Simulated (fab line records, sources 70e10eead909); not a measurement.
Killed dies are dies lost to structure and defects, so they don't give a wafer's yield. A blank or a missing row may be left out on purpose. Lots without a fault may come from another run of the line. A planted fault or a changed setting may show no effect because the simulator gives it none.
fab line records | flow nand_harc
record lots=11 wafers=33 last_day=34
route steps=1302 shown A_CONTACT@1102 A_BLC@1121 END@1302
lots that met no fault: from a run of the same line without faults
start_h: hours from the record's first day to the start of the lot's first wafer shown | wait_h: hours since the lot's step before | " the same as in the row above | L1.1+2: a row that stands for several wafers | - no value, or no start given | * or withheld: withheld | < > ~ a bound
route shown NAME@n: a module of which the file shows steps, and the number in the route of the first | usual: mean/standard deviation of fault-free wafers | same: alike in all rows | chamber/n: place in a boat | sites: the reading at each site | _std_site: their standard deviation | _edge_site: outer sites' mean less inner sites' | radius_mm: how far each site lies from the wafer's centre | mask NAME#n: copy n | behind: the tool/chamber that last shaped the wafer | hold: why the lot was held/for how many hours/how that ended | device: the transistor (n, p or np) that didn't switch | end of line: the same wafers' tests at the end of the route | a step without rows: its recipe alone | killed: dies lost to structure and defects at the first sort, not the wafer's yield | map: a wafer's dies, x killed, . not, _ none there
set.NAME: the setting as run; set.NAME@STEP: as run at that earlier step | model.NAME: the simulator's own value behind a step, which no gauge read
steps of the route over a sample of lots; a table a step, a row a wafer
services: from which hour (start_h, from the record's first day; less than 0 if before it) a tool's chamber was out of use, for how many hours, and why
## steps
# step NHARC_A_CONTACT_CVD_19
# recipe target_thk_a=3000 temp_c=300 pressure_torr=40 wf6_flow_sccm=40 h2_flow_sccm=1600 ar_flow_sccm=1560 time_s=802 material=W
# usual heater_power_w=456/28 throttle_valve_pct=7.8/0.35
# same time_s=802
# columns lot.wafer tool chamber start_h wait_h heater_power_w throttle_valve_pct
L910.1 cvd_w-02 1 - - 420 8.0
L910.2 " 0 " " 466 8.1
L910.5 " 0 " " 474 8.1
L908.3 cvd_w-02 0 - - 467 8.3
L908.4 " 1 " " 451 7.6
L908.5 " 0 " " 472 8.0
L911.2 cvd_w-02 1 - - 427 7.7
L911.4 " 0 " " 463 8.0
L911.6 " 0 " " 469 8.3
L918.1 cvd_w-02 1 - - 436 8.1
L918.3 " 1 " " 446 7.9
L918.5 " 0 " " 471 8.3
L916.1 cvd_w-01 1 - - 473 7.5
L916.5 " 1 " " 474 7.5
L916.6 " 1 " " 470 7.8
L919.4 cvd_w-02 0 - - 468 8.2
L919.3 " 1 " " 432 8.1
L919.5 " 1 " " 443 7.6
L924.1 cvd_w-02 1 - - 409 7.7
L924.3 " 1 " " 411 7.5
L924.6 " 1 " " 415 7.9
L928.1 cvd_w-02 1 - - 412 7.5
L928.3 " 0 " " 475 8.3
L928.4 " 1 " " 415 7.5
L931.2 cvd_w-02 0 - - 492 8.2
L931.1 " 1 " " 405 7.8
L931.5 " 1 " " 403 7.7
L930.1 cvd_w-01 0 - - 466 7.2
L930.3 " 0 " " 460 7.5
L930.6 " 0 " " 466 7.3
L929.3 cvd_w-02 1 - - 408 7.7
L929.4 " 0 " " 477 8.5
L929.6 " 0 " " 485 8.3
# step NHARC_A_CONTACT_CMP_20
# recipe t_overpolish_s=30 target_thk_nm=300
# usual motor_current_A=11.8/1.1 overpolish_run_s=30.001/0.0091 slurry_flow_ml_min=150.0/0.45 time_to_endpoint_s=59.2/2.7
# columns lot.wafer tool chamber start_h wait_h motor_current_A overpolish_run_s slurry_flow_ml_min time_to_endpoint_s
L910.1 cmp-01 2 533.21 0.8 12.5 30.011 150.6 55.0
L910.2 " 3 " " 10.8 29.997 150.5 55.7
L910.5 " 3 " " 10.1 29.989 150.3 55.0
L908.3 cmp-03 0 535.54 0.5 13.6 30.016 149.7 60.6
L908.4 " 2 " " 10.5 29.999 150.0 62.9
L908.5 " 1 " " 11.9 29.995 150.4 60.6
L911.2 cmp-03 3 537.78 0.6 11.7 30.009 149.3 61.0
L911.4 " 1 " " 12.2 29.991 149.4 57.6
L911.6 " 3 " " 11.6 30.010 150.0 59.0
L918.1 cmp-02 3 597.65 0.8 12.1 30.007 150.8 58.7
L918.3 " 1 " " 11.7 30.004 150.3 54.5
L918.5 " 0 " " 12.0 29.995 150.0 59.6
L916.1 cmp-03 2 606.44 1.4 10.4 30.014 149.7 60.0
L916.6 " 1 " " 12.2 29.995 150.4 60.0
L916.5 " 2 " " 10.5 30.018 149.7 60.9
L919.4 cmp-02 1 625.50 0.5 13.0 30.009 149.9 55.7
L919.3 " 3 " " 12.5 30.011 150.1 58.4
L919.5 " 1 " " 12.2 30.002 149.7 57.6
L924.3 cmp-02 2 681.69 0.4 10.4 30.004 150.4 58.6
L924.1 " 0 " " 11.0 29.984 149.6 60.3
L924.6 " 1 " " 12.5 30.002 151.4 56.5
L928.3 cmp-03 1 695.62 0.5 11.8 29.991 149.7 56.4
L928.4 " 2 " " 10.1 30.009 150.6 63.6
L928.1 " 0 " " 13.5 30.004 149.9 60.7
L931.1 cmp-03 2 731.88 0.7 10.6 29.995 150.1 63.3
L931.2 " 3 " " 12.3 29.987 149.4 62.3
L931.5 " 1 " " 11.9 29.997 150.0 62.1
L930.1 cmp-03 2 742.51 0.7 10.0 30.016 150.4 64.4
L930.3 " 3 " " 12.5 30.010 149.4 65.1
L930.6 " 2 " " 10.5 30.021 149.9 65.8
L929.4 cmp-01 1 752.07 0.4 12.3 30.011 149.5 57.2
L929.3 " 2 " " 12.1 30.011 150.4 57.3
L929.6 " 1 " " 12.6 30.001 150.4 55.8
# step NHARC_A_BLC_ETCH_16
# recipe target_depth_a=390 over_etch_frac=0.3 time_s=65 ion_energy_ev=80 cf4_flow_sccm=150 ar_flow_sccm=0 rf_w=300 bias_w=100 chemistry=CF4
# usual cf4_flow_sccm=150.0/0.47 chamber_pressure_mTorr=50.00/0.051 drypump_motor_current_A=5.8/0.31 oes_product_au=0.996/0.0098 rf_vpp_V=151.2/0.99 run_length_s=86.43/0.29 showerhead_plenum_p_Torr=1.76/0.044 throttle_valve_pct=13.284/0.0091
# columns lot.wafer tool chamber start_h wait_h cf4_flow_sccm chamber_pressure_mTorr drypump_motor_current_A oes_product_au rf_hours_counter_h rf_vpp_V run_length_s showerhead_plenum_p_Torr throttle_valve_pct
L910.1 rie_diel-10 0 534.43 0.1 150.8 49.99 5.6 0.972 10 150.8 86.94 1.72 13.282
L910.2 " 1 " " 150.3 50.04 5.6 0.990 10 150.3 86.39 1.80 13.280
L910.5 " 3 " " 149.4 50.01 6.2 0.985 - 151.9 86.79 1.82 13.291
L908.4 rie_diel-11 0 536.63 0.1 149.1 50.00 6.7 1.013 30 151.4 86.16 1.77 13.280
L908.3 " 2 " " 149.5 50.02 5.4 1.014 27 152.4 86.76 1.81 13.295
L908.5 " 3 " " 149.6 49.98 5.2 1.007 - 152.5 86.10 1.85 13.287
L911.4 rie_diel-03 2 538.99 0.1 150.2 50.03 6.0 1.000 3 152.1 86.69 1.81 13.276
L911.2 " 0 " " 149.6 49.98 5.9 1.000 3 153.3 86.16 1.77 13.285
L911.6 " 2 " " 150.3 50.00 6.0 0.994 - 152.3 86.41 1.81 13.285
L918.1 rie_diel-03 2 598.86 0.1 149.4 50.00 6.0 1.002 8 151.8 86.55 1.81 13.288
L918.3 " 0 " " 149.5 49.96 5.9 1.003 8 152.4 86.16 1.77 13.293
L918.5 " 2 " " 150.1 50.00 6.0 1.005 - 151.2 86.82 1.81 13.290
L916.1 rie_diel-03 1 607.61 0.1 149.9 50.03 6.2 0.987 7 151.6 86.76 1.72 13.291
L916.5 " 3 " " 150.4 49.97 5.4 0.987 - 151.1 86.66 1.70 13.291
L916.6 " 0 " " 149.8 50.05 5.9 0.998 - 150.7 85.98 1.77 13.277
L919.3 rie_diel-03 0 626.61 0.1 150.2 50.01 5.9 1.002 10 151.1 85.96 1.77 13.272
L919.5 " 3 " " 150.3 50.03 5.4 0.978 - 150.6 86.29 1.70 13.287
L919.4 " 2 " " 149.8 50.01 6.0 0.995 - 152.0 86.64 1.81 13.289
L924.1 rie_diel-10 2 682.84 0.1 149.8 50.01 5.6 1.007 6 150.7 86.51 1.77 13.292
L924.3 " 1 " " 149.6 49.97 5.6 0.991 6 151.9 86.93 1.79 13.301
L924.6 " 2 " " 149.3 50.00 5.6 0.990 - 151.7 86.65 1.78 13.297
L928.1 rie_diel-03 2 696.68 0.1 149.8 50.10 6.0 0.996 3 150.4 55.91 1.81 13.295
L928.4 " 3 " " 149.3 50.05 5.4 0.988 4 151.3 87.01 1.70 13.281
L928.3 " 0 " " 149.6 50.07 5.9 0.995 4 151.8 86.11 1.77 13.278
L931.1 rie_diel-10 0 737.20 0.1 150.1 50.02 5.6 0.992 11 151.0 86.56 1.71 13.276
L931.2 " 3 " " 150.1 49.97 6.2 1.003 12 152.9 86.67 1.81 13.277
L931.5 " 1 " " 150.2 50.00 5.6 0.999 - 150.5 86.46 1.79 13.284
L930.1 rie_diel-10 2 744.80 0.1 150.1 50.00 5.6 0.997 12 152.5 85.86 1.77 13.285
L930.3 " 0 " " 149.8 49.90 5.5 0.985 12 149.5 86.75 1.71 13.294
L930.6 " 2 " " 149.8 49.88 5.6 0.998 - 150.1 85.99 1.77 13.273
L929.3 rie_diel-03 0 762.25 0.1 150.4 49.97 5.9 0.999 7 152.7 85.97 1.77 13.290
L929.4 " 2 " " 150.5 50.02 6.0 0.997 6 150.2 86.41 1.81 13.274
L929.6 " 1 " " 149.7 50.03 6.2 1.000 - 149.3 86.33 1.72 13.288
# step NHARC_A_BLC_ETCH_17
# recipe target_depth_a=3900 over_etch_frac=0.25 time_s=609.38 ion_energy_ev=200 n2_flow_sccm=150 h2_flow_sccm=150 ar_flow_sccm=0 rf_w=400 bias_w=150 chemistry=N2/H2
# usual chamber_pressure_mTorr=29.997/0.027 drypump_motor_current_A=5.8/0.3 oes_product_au=0.995/0.01 rf_vpp_V=430.2/1.7 run_length_s=630.78/0.29 showerhead_plenum_p_Torr=2.03/0.056 throttle_valve_pct=14.171/0.0089
# same time_s=609.38
# columns lot.wafer tool chamber start_h wait_h chamber_pressure_mTorr drypump_motor_current_A oes_product_au rf_hours_counter_h rf_vpp_V run_length_s showerhead_plenum_p_Torr throttle_valve_pct
L910.2 rie_diel-10 0 - - 29.954 5.6 0.984 11 427.2 630.63 1.97 14.184
L910.1 " 2 " " 30.040 5.6 0.990 10 430.6 630.47 2.05 14.179
L910.5 " 1 " " 29.998 5.6 1.007 - 432.2 630.46 2.08 14.172
L908.4 rie_diel-11 2 - - 30.001 5.4 1.011 27 431.5 630.82 2.09 14.170
L908.3 " 0 " " 29.975 6.7 1.005 30 431.3 630.55 2.05 14.168
L908.5 " 2 " " 29.981 5.4 1.016 - 430.6 630.71 2.09 14.176
L911.4 rie_diel-03 0 - - 30.016 5.9 1.003 3 430.3 630.58 2.05 14.159
L911.2 " 3 " " 30.008 5.4 0.995 4 427.0 630.70 1.95 14.177
L911.6 " 0 " " 30.011 5.9 1.010 - 430.4 630.83 2.05 14.157
L918.3 rie_diel-03 2 - - 29.935 6.0 0.991 8 432.2 631.36 2.09 14.162
L918.1 " 3 " " 29.995 5.4 0.977 8 429.0 630.81 1.95 14.171
L918.5 " 3 " " 29.997 5.4 0.983 - 428.1 630.84 1.95 14.163
L916.1 rie_diel-03 3 - - 29.967 5.4 0.990 9 428.1 631.38 1.95 14.174
L916.6 " 2 " " 30.043 6.0 0.995 - 431.3 630.72 2.09 14.165
L916.5 " 3 " " 30.019 5.4 0.986 - 429.6 631.02 1.95 14.164
L919.3 rie_diel-03 2 - - 30.054 6.0 1.002 10 431.1 631.08 2.09 14.150
L919.4 " 3 " " 30.010 5.4 0.996 - 427.6 630.81 1.95 14.170
L919.5 " 2 " " 30.004 6.0 1.002 - 431.3 631.04 2.09 14.180
L924.3 rie_diel-10 0 - - 29.960 5.5 0.980 6 427.2 630.59 1.97 14.175
L924.1 " 3 " " 29.986 6.2 0.997 6 431.0 630.70 2.10 14.167
L924.6 " 0 " " 30.001 5.6 0.967 - 427.3 630.42 1.97 14.163
L928.4 rie_diel-03 2 - - 29.999 6.0 0.992 3 431.1 631.23 2.09 14.164
L928.1 " 0 " " 29.954 5.9 0.993 4 429.9 630.69 2.04 14.187
L928.3 " 1 " " 30.014 6.2 1.004 4 428.8 630.85 1.98 14.175
L931.1 rie_diel-10 2 - - 29.981 5.6 0.996 12 429.4 630.54 2.05 14.202
L931.2 " 3 " " 29.979 6.2 1.004 12 431.9 630.72 2.10 14.166
L931.5 " 2 " " 30.027 5.7 1.004 - 430.6 630.62 2.05 14.172
L930.3 rie_diel-10 0 - - 30.034 5.6 0.983 12 427.8 630.44 1.97 14.170
L930.1 " 1 " " 30.005 5.6 0.994 12 431.0 630.73 2.07 14.164
L930.6 " 3 " " 30.019 6.2 0.991 - 433.9 630.75 2.10 14.166
L929.4 rie_diel-03 3 - - 29.980 5.4 0.975 7 426.5 630.73 1.95 14.185
L929.3 " 1 " " 30.011 6.2 1.002 7 429.8 630.83 1.97 14.176
L929.6 " 3 " " 29.958 5.4 0.985 - 427.5 630.77 1.95 14.182
# step NHARC_END_SORT_01
# recipe temp_c=25
# usual killed_at_array=41/10 killed_at_other=0.8/0.91 killed_at_periphery=4.2/2.9 killed_dies=46/10 killed_open=3.5/2.1 killed_short=2.5/1.6
# same gross_dies=677
# columns lot.wafer tool chamber start_h wait_h killed_at_array killed_at_other killed_at_periphery killed_dies killed_open killed_short
L928.1 prober-02 0 739.54 2.5 676 0 1 677 2 2
L928.3 prober-02 0 741.14 3.1 38 1 6 45 6 3
L928.4 prober-02 0 741.94 3.4 31 0 7 38 1 5
# killed by level:class
L928.1 A_BLC:area_etch=632 A_CHANNEL_HOLE_D2:chamber_film_flake=19 A_CONTACT:chamber_film_flake=10 A_CHANNEL_HOLE_D1:chamber_film_flake=6 A_SLIT:chamber_film_flake=2 A_SOURCE_PLATE:geometric_particle:open=1 A_DECK1_JOINT:geometric_particle:short=1 A_CHANNEL_FILL_D2:geometric_particle:short=1
L928.3 A_CHANNEL_HOLE_D2:chamber_film_flake=11 A_STAIRCASE:chamber_film_flake=7 A_SLIT:chamber_film_flake=7 P_GATE:chamber_film_flake=3 A_CHANNEL_HOLE_D1:chamber_film_flake=3 A_CONTACT:chamber_film_flake=3 P_CONTACT:geometric_particle:open=1 P_M1:geometric_particle:open=1
L928.4 A_CHANNEL_HOLE_D2:chamber_film_flake=8 A_CHANNEL_HOLE_D1:chamber_film_flake=5 A_CONTACT:chamber_film_flake=5 A_SLIT:chamber_film_flake=4 A_ONON_D1:geometric_particle:short=3 P_GATE:chamber_film_flake=3 A_STAIRCASE:chamber_film_flake=3 P_CONTACT:geometric_particle:open=1
## services
# columns tool chamber start_h hours kind
rie_diel-03 3 509.15 5.7 repair
cmp-03 - 521.68 3.7 repair
rie_diel-03 0 528.00 2.7 repair
cmp-02 - 535.70 4.0 pm
rie_diel-10 - 538.25 0.7 repair
cmp-03 - 554.00 4.0 pm
rie_diel-10 2 555.41 28.7 repair
rie_diel-03 1 571.06 13.7 repair
rie_diel-03 1 596.35 9.1 repair
rie_diel-10 - 596.53 9.0 pm
rie_diel-03 1 625.97 15.1 repair
cvd_w-02 - 631.71 13.0 pm
cmp-02 - 633.70 4.0 pm
rie_diel-03 - 635.36 9.0 pm
cmp-03 - 652.00 4.0 pm
cmp-03 - 673.06 4.9 repair
rie_diel-03 2 676.14 6.2 repair
rie_diel-03 1 676.53 2.2 repair
cvd_w-02 - 691.48 0.7 repair
cmp-03 - 707.52 2.1 repair
rie_diel-03 2 713.09 6.3 repair
cvd_w-02 - 741.46 1.9 repair
cmp-03 - 750.00 4.0 pm
rie_diel-10 3 750.20 3.1 repair
## key
first_sign step=NHARC_A_BLC_ETCH_16 reading=run_length_s direction=down sigmas=99+ usual=* struck=*
effect step=NHARC_END_SORT_01 reading=killed_dies direction=up sigmas=63 usual=46 struck=677
more_kills_born_at NHARC_A_BLC_ETCH_16@rie_diel-03=632
met_at NHARC_A_BLC_ETCH_16
struck_lots L928
struck_wafers L928.1
later_rows_left_out L928.1
tester_left_out L928
not_acting_at NHARC_A_CONTACT_CVD_19,NHARC_A_CONTACT_CMP_20,NHARC_A_BLC_ETCH_17
onset_between 626.61 696.68
fault kind=process_parameter_drift tool=rie_diel-03 chamber=2 onset_h=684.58 steps=NHARC_A_BLC_ETCH_16 channel=time_s offset=* shape=step end_h=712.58 acts_in=* stated=*
# tester_left_out: of these lots the tester's yield and bins aren't shown, on N5 and GAA mostly nor the transistor test; their killed dies are dies lost to structure and defects alone, not to doping, threshold or leakage, so they don't give the yield
# later_rows_left_out: the simulator's readings of these wafers behind a module that went badly wrong aren't trusted and aren't shown, but for the sort
